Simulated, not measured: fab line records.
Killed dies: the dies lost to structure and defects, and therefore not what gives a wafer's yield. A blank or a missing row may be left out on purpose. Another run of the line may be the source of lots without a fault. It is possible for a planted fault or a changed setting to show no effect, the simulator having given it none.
Check for tools in common | flow n5Finfet | Lots sampled 8, wafers sampled 24

== THE REASON FOR OPENING IT ==
At N5_FIN_SAQP_INSPECT_18 the reading rawDefectCount is flagged on 2 of 8 lots. Wafers without a fault read 429, standard deviation 120.
Rule: a lot gets a flag if all its wafers with a number sit over 4 standard deviations from that mean, or if no wafer of it has a number. All remaining lots are regarded as sound.

lot  | measured    | on               | rawDefectCount, wafer by wafer | flag
L971 | day 1 21:11 | defectInspect-01 | 355 335 438                    | 
L973 | day 2 11:05 | defectInspect-02 | 217 330 337                    | 
L974 | day 2 15:56 | defectInspect-02 | 506 295 338                    | 
L976 | day 3 03:21 | defectInspect-01 | 1069 1063 974                  | FLAGGED
L979 | day 3 22:01 | defectInspect-02 | 1319 1333 1077                 | FLAGGED
L986 | day 5 15:41 | defectInspect-02 | 456 358 417                    | 
L989 | day 6 11:09 | defectInspect-02 | 328 407 446                    | 
L994 | day 7 16:40 | defectInspect-01 | 593 543 355                    | 
The mean of the flagged lots' numbers is 1139, +710 from the usual (+6 standard deviations).

== TOOL THAT RAN EACH LOT ==
The record holds 1 process step before the reading, out of a route of 1938 steps. Each cell gives the tool, then ch followed by the chambers the sampled wafers passed through, then the start.
lot  | flag    | N5_FIN_SAQP_HM_DEP_03
L971 |         | pecvd-01 ch 0,1,2, day 1 20:27
L973 |         | pecvd-01 ch 0,1,2, day 2 10:17
L974 |         | pecvd-02 ch 0,1, day 2 15:12
L976 | FLAGGED | pecvd-01 ch 0,1,2, day 3 02:34
L979 | FLAGGED | pecvd-01 ch 0,1, day 3 21:11
L986 |         | pecvd-04 ch 0,2, day 5 14:51
L989 |         | pecvd-04 ch 0,1,2, day 6 10:26
L994 |         | pecvd-04 ch 1,2, day 7 15:27
What the steps here do:
- N5_FIN_SAQP_HM_DEP_03: deposits SiNx from SiH4/NH3/N2, target thk 38 nm, time 33.6 s.
- N5_FIN_SAQP_INSPECT_18: inspects for defects (brightfield).

== FLAGGED AGAINST TOTAL, ONE TOOL AT A TIME (gauges that did the reading follow at the end) ==
step                   | tool             | lots run | flagged | share of the flagged lots | sound lots run after its first flagged lot
N5_FIN_SAQP_HM_DEP_03  | pecvd-01         | 4        | 2       | all                       | 0
N5_FIN_SAQP_HM_DEP_03  | pecvd-02         | 1        | 0       | none                      | -
N5_FIN_SAQP_HM_DEP_03  | pecvd-04         | 3        | 0       | none                      | -
N5_FIN_SAQP_INSPECT_18 | defectInspect-01 | 3        | 1       | some                      | 1 (L994)
N5_FIN_SAQP_INSPECT_18 | defectInspect-02 | 5        | 1       | some                      | 2 (L986,L989)

== WHAT THE TABLE ALLOWS ==
1 row of the table ran every flagged lot: pecvd-01 at N5_FIN_SAQP_HM_DEP_03.
- pecvd-01 at N5_FIN_SAQP_HM_DEP_03 ran 4 lots, 2 of them flagged. Its last sound lot is L973 (day 2 10:17), its first flagged lot L976 (day 3 02:34): a fault that began between those two fits.
pecvd-01 at N5_FIN_SAQP_HM_DEP_03 is the single tool remaining.

== WHAT WAS PUT IN BY THE SIMULATOR ==
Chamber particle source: pecvd-01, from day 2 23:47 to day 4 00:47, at N5_FIN_SAQP_HM_DEP_03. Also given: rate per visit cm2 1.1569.
Shown lots that were struck: L976, L979. The rule given above showed the same thing.
